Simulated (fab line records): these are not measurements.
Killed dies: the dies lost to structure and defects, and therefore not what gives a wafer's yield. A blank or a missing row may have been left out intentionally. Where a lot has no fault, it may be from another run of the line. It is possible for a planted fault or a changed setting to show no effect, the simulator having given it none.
Chamber matching / flow nand harc / NHARC_A_STAIRCASE_DESCUM_219 on rie diel-05 has 4 sister chambers
The step chemistry O2, time 3 s. 4 wafers are shown with their chamber, then 8 later ones without.

## WAFERS PAIRED WITH THEIR CHAMBERS
wafer=L079.1; chamber=3; showerhead plenum p Torr (Torr)=1.77
wafer=L082.2; chamber=0; showerhead plenum p Torr (Torr)=1.98
wafer=L082.4; chamber=2; showerhead plenum p Torr (Torr)=1.82
wafer=L092.4; chamber=1; showerhead plenum p Torr (Torr)=1.84

## WAFERS WITHOUT THEIR CHAMBER
wafer=L092.5; showerhead plenum p Torr (Torr)=1.97
wafer=L092.6; showerhead plenum p Torr (Torr)=1.84
wafer=L097.2; showerhead plenum p Torr (Torr)=2.06
wafer=L097.3; showerhead plenum p Torr (Torr)=1.97
wafer=L097.5; showerhead plenum p Torr (Torr)=1.80
wafer=L096.2; showerhead plenum p Torr (Torr)=1.80
wafer=L096.3; showerhead plenum p Torr (Torr)=1.97
wafer=L096.6; showerhead plenum p Torr (Torr)=1.80

## WHICH CHAMBER EACH WENT THROUGH
wafer=L092.5; from the rows above=0; in truth=0
wafer=L092.6; from the rows above=can't be placed: 1 or 2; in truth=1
wafer=L097.2; from the rows above=0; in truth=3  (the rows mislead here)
wafer=L097.3; from the rows above=0; in truth=0
wafer=L097.5; from the rows above=can't be placed: 2 or 3 or 1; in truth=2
wafer=L096.2; from the rows above=can't be placed: 2 or 3 or 1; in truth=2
wafer=L096.3; from the rows above=0; in truth=0
wafer=L096.6; from the rows above=can't be placed: 2 or 3 or 1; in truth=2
Correct placement for 3 of the 8. Not placeable from these rows: 4 (in 4, the candidates include the true chamber). Wrongly placed: 1.
How it was worked out, from the rows above alone: a wafer's distance from a chamber is the root of the sum, over the readings, of the square of ((its reading less the chamber's mean) divided by the reading's scatter). If the next closest chamber is less than 2 further off than the closest, the wafer can't be placed; otherwise it belongs to the closest. A chamber's mean is the mean of its shown wafers. The scatter (one wafer shown for each chamber): square how far every hidden wafer sits from the nearest shown wafer, average those squares and take the square root.
